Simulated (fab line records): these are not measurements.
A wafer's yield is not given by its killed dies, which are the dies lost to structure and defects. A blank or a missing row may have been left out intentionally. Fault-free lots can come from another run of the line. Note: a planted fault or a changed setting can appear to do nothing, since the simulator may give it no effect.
Which tool did it? ; flow nand harc ; 72 wafers from 24 lots sampled at 6 of the route's 1302 steps

## WHAT THE GAUGES READ, wafer by wafer
NHARC_P_ZERO_WELL_CD_MEAS_24 targets a cd of 720 nm. Usual: cd nm 719.2 nm, standard deviation 1.5.
lot;measured;on;cd nm (nm);flag
L074;day 1 22:41;cd sem-02;719.0 720.1 719.4;
L075;day 2 10:58;cd sem-01;717.6 721.2 719.8;
L076;day 2 18:20;cd sem-02;719.4 717.9 719.9;
L077;day 3 04:31;cd sem-01;717.9 721.5 718.5;
L078;day 3 14:38;cd sem-01;718.7 719.7 718.1;
L079;day 4 00:37;cd sem-02;716.4 718.6 718.9;
L080;day 4 10:38;cd sem-01;720.4 718.8 719.0;
L081;day 4 20:43;cd sem-03;719.9 717.8 718.5;
L082;day 5 06:37;cd sem-02;720.2 719.5 721.7;
L083;day 5 16:23;cd sem-03;716.2 718.6 718.2;
L084;day 6 02:36;cd sem-01;719.0 717.7 718.8;
L085;day 6 12:51;cd sem-03;721.2 718.7 721.6;
L086;day 6 22:35;cd sem-03;717.1 717.2 716.2;
L087;day 7 10:10;cd sem-02;717.7 718.1 718.4;
L088;day 7 18:35;cd sem-02;719.0 719.8 717.9;
L089;day 8 04:35;cd sem-01;720.6 719.4 716.4;
L090;day 8 14:35;cd sem-03;717.6 719.2 719.5;
L091;day 9 00:35;cd sem-02;718.4 719.5 720.1;
L092;day 9 10:35;cd sem-02;720.6 720.4 720.0;
L093;day 9 20:28;cd sem-01;718.0 717.6 718.5;
L094;day 10 06:38;cd sem-03;718.2 718.9 719.9;
L095;day 10 16:22;cd sem-03;718.2 717.1 717.9;
L096;day 11 02:28;cd sem-03;718.4 719.6 720.3;
L097;day 11 12:22;cd sem-01;718.2 719.3 717.9;

NHARC_P_ZERO_WELL_INSPECT_43. Usual: raw defect count 11, standard deviation 5.6.
lot;measured;on;raw defect count;flag
L074;day 2 03:50;defect inspect-01;24 8 6;
L075;day 2 17:02;defect inspect-01;21 13 31;
L076;day 2 23:37;defect inspect-01;10 13 8;
L077;day 3 09:37;defect inspect-02;12 13 13;
L078;day 3 19:51;defect inspect-02;13 26 9;
L079;day 4 05:37;defect inspect-02;12 12 10;
L080;day 4 15:45;defect inspect-02;7 15 7;
L081;day 5 01:46;defect inspect-01;19 8 20;
L082;day 5 11:44;defect inspect-01;12 7 13;
L083;day 5 21:20;defect inspect-02;12 5 8;
L084;day 6 07:45;defect inspect-01;17 24 19;
L085;day 6 17:55;defect inspect-02;5 2 17;
L086;day 7 03:44;defect inspect-01;9 19 9;
L087;day 7 15:00;defect inspect-01;10 10 8;
L088;day 7 23:25;defect inspect-01;24 7 9;
L089;day 8 09:33;defect inspect-02;10 5 8;
L090;day 8 21:50;defect inspect-01;7 12 2;
L091;day 9 05:41;defect inspect-02;4 12 13;
L092;day 9 15:25;defect inspect-01;12 3 17;
L093;day 10 01:26;defect inspect-01;11 10 9;
L094;day 10 13:14;defect inspect-01;11 3 15;
L095;day 10 21:22;defect inspect-02;10 8 10;
L096;day 11 07:21;defect inspect-02;15 12 14;
L097;day 11 17:27;defect inspect-01;23 18 14;

NHARC_P_STI_CD_MEAS_16. Usual: cd nm 199.6 nm, standard deviation 2.8.
lot;measured;on;cd nm (nm);flag
L074;day 2 21:13;cd sem-02;197.5 197.6 200.2;
L075;day 3 09:05;cd sem-01;200.4 200.9 198.5;
L076;day 3 20:08;cd sem-01;198.7 201.7 198.6;
L077;day 4 04:05;cd sem-02;200.8 194.8 202.0;
L078;day 4 12:11;cd sem-03;202.0 200.2 202.8;
L079;day 4 22:23;cd sem-03;203.9 204.3 201.6;
L080;day 5 06:49;cd sem-01;196.9 200.1 199.7;
L081;day 5 18:41;cd sem-01;195.3 198.0 200.3;
L082;day 6 05:13;cd sem-02;200.6 194.8 196.7;
L083;day 6 15:08;cd sem-01;198.6 194.9 197.7;
L084;day 7 02:11;cd sem-01;203.6 204.4 199.0;
L085;day 7 11:11;cd sem-03;197.9 202.5 202.0;
L086;day 7 23:21;cd sem-03;197.7 197.8 203.9;
L087;day 8 07:37;cd sem-03;194.4 196.3 193.8;
L088;day 8 15:56;cd sem-01;198.5 201.7 196.9;
L089;day 9 03:25;cd sem-02;202.3 202.6 199.2;
L090;day 9 13:45;cd sem-01;197.8 192.5 198.6;
L091;day 9 22:09;cd sem-02;201.8 199.4 200.2;
L092;day 10 11:51;cd sem-01;200.4 201.2 199.3;
L093;day 10 20:25;cd sem-01;204.8 200.0 201.1;
L094;day 11 08:14;cd sem-02;197.7 192.8 199.2;
L095;day 11 13:05;cd sem-03;200.6 202.9 200.2;
L096;day 11 22:44;cd sem-02;204.0 200.8 199.9;
L097;day 12 09:53;cd sem-03;202.4 201.7 199.4;

NHARC_P_GATE_CD_MEAS_46 targets a cd of 720 nm. Usual: cd nm 719.9 nm, standard deviation 1.5.
lot;measured;on;cd nm (nm);flag
L074;day 5 13:32;cd sem-02;720.2 719.2 719.0;
L075;day 6 00:00;cd sem-01;721.4 719.4 719.7;
L076;day 6 14:03;cd sem-01;722.3 720.2 722.2;
L077;day 6 16:18;cd sem-01;721.1 720.8 722.9;
L078;day 7 00:26;cd sem-01;718.5 719.1 720.1;
L079;day 7 17:14;cd sem-03;720.0 719.8 717.6;
L080;day 7 17:54;cd sem-03;718.3 720.0 719.7;
L081;day 8 08:43;cd sem-01;718.3 717.8 719.0;
L082;day 8 22:03;cd sem-03;720.7 720.1 719.9;
L083;day 9 03:56;cd sem-03;717.8 717.9 718.2;
L084;day 10 00:43;cd sem-01;719.3 719.8 719.0;
L085;day 10 06:51;cd sem-02;720.6 722.0 718.0;
L086;day 10 16:04;cd sem-01;720.3 720.3 723.3;
L087;day 10 23:39;cd sem-02;719.3 721.2 721.0;
L088;day 11 21:03;cd sem-02;719.7 720.1 720.2;
L089;day 11 21:07;cd sem-02;721.5 719.6 719.5;
L090;day 12 09:35;cd sem-01;720.2 721.5 719.5;
L091;day 12 11:49;cd sem-02;718.1 718.7 718.9;
L092;day 13 02:22;cd sem-01;721.8 719.9 721.3;
L093;day 13 10:38;cd sem-01;718.8 719.1 719.0;
L094;day 14 01:01;cd sem-02;720.1 719.4 718.5;
L095;day 14 01:46;cd sem-03;718.6 721.3 719.1;
L096;day 14 12:32;cd sem-01;723.8 721.6 720.0;
L097;day 15 00:30;cd sem-02;718.5 717.3 718.7;

## EACH LOT AND THE TOOL THAT RAN IT (in order: tool; ch and the chambers of the sampled wafers; start)
lot;NHARC_P_ZERO_WELL_RTA_42;NHARC_P_STI_CMP_21
L074;rtp anneal-02 ch 0, day 2 03:15;cmp-02 ch 0,3, day 3 16:40
L075;rtp anneal-02 ch 0, day 2 16:22;cmp-01 ch 0,2, day 4 04:04
L076;rtp anneal-01 ch 0, day 2 22:56;cmp-01 ch 0,2,3, day 4 19:00
L077;rtp anneal-01 ch 0, day 3 08:56;cmp-03 ch 1,2, day 4 18:58
L078;rtp anneal-01 ch 0, day 3 19:30;cmp-01 ch 0,1,3, day 5 05:56
L079;rtp anneal-01 ch 0, day 4 04:56;cmp-02 ch 1,3, day 5 18:24
L080;rtp anneal-02 ch 0, day 4 15:17;cmp-03 ch 0,1,3, day 6 00:31
L081;rtp anneal-01 ch 0, day 5 01:12;cmp-03 ch 1,2,3, day 6 14:34
L082;rtp anneal-01 ch 0, day 5 11:10;cmp-02 ch 0,1, day 7 02:51
L083;rtp anneal-02 ch 0, day 5 20:47;cmp-01 ch 0,1,3, day 7 08:14
L084;rtp anneal-02 ch 0, day 6 07:24;cmp-02 ch 1,2,3, day 7 20:29
L085;rtp anneal-01 ch 0, day 6 17:20;cmp-01 ch 0,2, day 8 04:22
L086;rtp anneal-01 ch 0, day 7 03:04;cmp-02 ch 0,2,3, day 8 20:39
L087;rtp anneal-02 ch 0, day 7 14:20;cmp-02 ch 1,2,3, day 9 01:10
L088;rtp anneal-02 ch 0, day 7 22:44;cmp-02 ch 1,2,3, day 9 17:46
L089;rtp anneal-01 ch 0, day 8 08:59;cmp-01 ch 0,1, day 10 01:45
L090;rtp anneal-01 ch 0, day 8 21:09;cmp-01 ch 1,2,3, day 10 12:21
L091;rtp anneal-02 ch 0, day 9 05:00;cmp-03 ch 0,1, day 10 17:41
L092;rtp anneal-02 ch 0, day 9 14:44;cmp-01 ch 0,3, day 11 05:56
L093;rtp anneal-01 ch 0, day 10 00:44;cmp-02 ch 0,1,3, day 11 13:50
L094;rtp anneal-01 ch 0, day 10 12:40;cmp-01 ch 0,2, day 12 05:27
L095;rtp anneal-01 ch 0, day 10 20:53;cmp-03 ch 0,1,3, day 12 05:30
L096;rtp anneal-02 ch 0, day 11 06:41;cmp-01 ch 0,3, day 12 18:38
L097;rtp anneal-01 ch 0, day 11 16:47;cmp-03 ch 0,1,2, day 13 03:29
- NHARC_P_ZERO_WELL_RTA_42: time 300 s.
- NHARC_P_STI_CMP_21: polishes, t overpolish 20 s, target thk 380.67 nm.

## AS READ BY THE TOOLS THEMSELVES (means over the sampled wafers that have a number; for cases with no such wafer, the mark the record gives instead)
NHARC_P_ZERO_WELL_RTA_42. Usual: lamp power pct 37.2 %, standard deviation 1.9; lamp_zone_1_pct 37.2 %, standard deviation 1.9; lamp_zone_6_pct 37.1 %, standard deviation 1.9; wafer_temp_C_max 1103.9, standard deviation 1.1.
lot;tool;lamp power pct (%);lamp_zone_1_pct (%);lamp_zone_6_pct (%);wafer_temp_C_max;flag
L074;rtp anneal-02;39.5;39.5;39.5;1104.8;
L075;rtp anneal-02;39.5;39.5;39.5;1104.0;
L076;rtp anneal-01;35.4;35.4;35.4;1104.3;
L077;rtp anneal-01;35.5;35.5;35.5;1104.0;
L078;rtp anneal-01;35.5;35.5;35.4;1103.6;
L079;rtp anneal-01;35.6;35.6;35.5;1102.7;
L080;rtp anneal-02;39.4;39.4;39.4;1105.2;
L081;rtp anneal-01;35.5;35.6;35.5;1103.5;
L082;rtp anneal-01;35.6;35.6;35.5;1103.4;
L083;rtp anneal-02;39.4;39.4;39.4;1104.3;
L084;rtp anneal-02;39.4;39.5;39.5;1104.8;
L085;rtp anneal-01;35.6;35.6;35.5;1103.1;
L086;rtp anneal-01;35.5;35.5;35.5;1103.5;
L087;rtp anneal-02;39.5;39.5;39.4;1105.7;
L088;rtp anneal-02;39.4;39.5;39.5;1104.6;
L089;rtp anneal-01;35.5;35.5;35.4;1103.5;
L090;rtp anneal-01;35.5;35.5;35.5;1103.0;
L091;rtp anneal-02;39.5;39.5;39.4;1104.7;
L092;rtp anneal-02;39.5;39.5;39.5;1104.3;
L093;rtp anneal-01;35.6;35.5;35.5;1103.8;
L094;rtp anneal-01;35.6;35.6;35.6;1103.3;
L095;rtp anneal-01;35.5;35.6;35.5;1103.8;
L096;rtp anneal-02;39.5;39.5;39.5;1106.4;
L097;rtp anneal-01;35.5;35.5;35.5;1103.9;

NHARC_P_STI_CMP_21. Usual: motor current A 12.3 A, standard deviation 1.1; overpolish run s 19.999 s, standard deviation 0.0088; retaining ring pressure frac 1.000, standard deviation 0.0047.
lot;tool;motor current A (A);overpolish run s (s);retaining ring pressure frac;flag
L074;cmp-02;12.5;19.998;0.996;
L075;cmp-01;12.5;20.005;0.997;
L076;cmp-01;12.5;19.989;1.000;
L077;cmp-03;12.5;19.991;0.996;
L078;cmp-01;12.5;19.989;1.001;
L079;cmp-02;12.1;20.002;1.003;
L080;cmp-03;12.0;20.001;1.004;
L081;cmp-03;11.7;19.994;1.001;
L082;cmp-02;11.7;19.992;1.004;
L083;cmp-01;12.9;19.988;0.997;
L084;cmp-02;12.4;20.005;1.004;
L085;cmp-01;13.2;20.007;0.995;
L086;cmp-02;13.1;20.004;1.001;
L087;cmp-02;12.7;19.997;0.995;
L088;cmp-02;12.6;19.992;1.000;
L089;cmp-01;13.0;20.000;0.997;
L090;cmp-01;11.9;20.009;0.998;
L091;cmp-03;12.7;19.999;0.999;
L092;cmp-01;13.6;20.002;1.004;
L093;cmp-02;11.9;19.992;0.999;
L094;cmp-01;12.3;19.997;0.999;
L095;cmp-03;12.0;20.003;0.997;
L096;cmp-01;13.5;20.012;0.997;
L097;cmp-03;12.0;20.001;1.000;

## THE ANSWER, worked out from the rows above alone
Rule: lot off if the mean of its wafers having a number is beyond 3 standard deviations from the usual mean. A lot without any number at a reading at which 4 lots or more have one is off too. All remaining lots with rows at the step are treated as sound. The gauges are gone through in route order, then the tools' own readings, and for those a lot's mean is taken as printed above. At the first step where some lot is off, the reading lying furthest off is the one used; lots without a number count as furthest.
Across all readings shown, no lot is off: no conclusion can be drawn from this.

## WHAT THE SIMULATOR PUT IN
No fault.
